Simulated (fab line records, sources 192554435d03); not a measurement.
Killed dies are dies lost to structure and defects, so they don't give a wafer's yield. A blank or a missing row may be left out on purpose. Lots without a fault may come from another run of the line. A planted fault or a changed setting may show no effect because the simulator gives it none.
Problem report in the 8D (eight disciplines) form, filled by code | flow n5_finfet | the parts of the form that need people (team, actions taken, sign-off) are left out

1. THE PROBLEM
killed_at_contacts at N5_PASSIVATION_PROBE_49 reads a mean of 113 on 6 wafers of 2 lots; wafers without a fault read 13 with a standard deviation of 6.7. That is +15 standard deviations from the usual mean.
First seen on wafer L336.1, day 14 03:12, on prober-02. The record holds 12 wafers of 4 lots with a number at this step. Rule for "out", or "out of limits": more than 4 standard deviations from the usual mean. The other wafers with a number count as sound.

2. WHAT IT IS AND WHAT IT IS NOT
question                    | is                                                                                                      | is not
which readings at this step | killed_at_contacts, defect_limited_yield, killed_dies, sort_bin_5_function, sort_n_pass, sort_yield_pct | killed_at_M0_to_M3, killed_at_M4_up, killed_at_front_end, killed_at_other, killed_open, killed_short
which lots                  | L336, L337                                                                                              | L349, L352
which wafers of those lots  | all that have a number                                                                                  | -
read on which tools         | prober-01, prober-02                                                                                    | -
when                        | from day 14 03:12                                                                                       | up to then (0 sound wafers); but 6 sound wafers of L349, L352 came after

3. SUSPECTS, AND WHAT RULES EACH OUT
Counting: a tool at a process step up to the reading stays a suspect if it ran every lot that is out and no sound lot after the first of them.
- rie_diel-05 at N5_MOL_CONTACT_COAG_ETCH_48 (etches SiOC in C4F6/O2, target depth 15 nm, overetch 4.5 nm, time 17 s): ruled out as a lasting fault. Sound lots L349 ran on it after its first lot that is out, L337 (day 6 21:55).
Left after counting: nothing in the record.

4. THE CAUSE (what the simulator had put in)
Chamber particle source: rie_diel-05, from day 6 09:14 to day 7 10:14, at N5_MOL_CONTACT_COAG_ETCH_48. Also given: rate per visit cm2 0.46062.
Counting ruled it out, wrongly: the rule takes a fault to strike every lot that its tool runs from its start on, and this one did not.

5. THE CHAIN OF EFFECTS, in route order
Each row: a reading whose mean over the struck wafers that have a number lies more than 3 standard deviations from the usual. Only readings for which the record gives a usual standard deviation are gone through. hours: the time from each lot's start at the first step in this table that gives one to its start at this step, as a median over the lots. sigmas: the change in usual standard deviations.
hours | step                    | reading              | usual  | on struck wafers | change | sigmas
0     | N5_PASSIVATION_PROBE_49 | defect_limited_yield | 91.3 % | 83.5             | -7.8   | -5.2
0     | N5_PASSIVATION_PROBE_49 | killed_at_contacts   | 13     | 113              | +100   | +15
0     | N5_PASSIVATION_PROBE_49 | killed_dies          | 103    | 195              | +92    | +5.4
0     | N5_PASSIVATION_PROBE_49 | sort_bin_5_function  | 5.1 %  | 10.9             | +5.8   | +5.8
0     | N5_PASSIVATION_PROBE_49 | sort_n_pass          | 1077   | 985              | -92    | -5.4
0     | N5_PASSIVATION_PROBE_49 | sort_yield_pct       | 91.3 % | 83.5             | -7.8   | -5.2
The process steps in it:
- N5_PASSIVATION_PROBE_49

6. WHAT WOULD HAVE CAUGHT IT SOONER
In this record the first reading out of limits was taken at day 14 03:12, 186 hours after the fault began at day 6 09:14.
Of the tool readings at N5_MOL_CONTACT_COAG_ETCH_48 for which the record gives a usual standard deviation, none was out on any struck wafer, so an alarm limit of 4 standard deviations on them would not have fired.
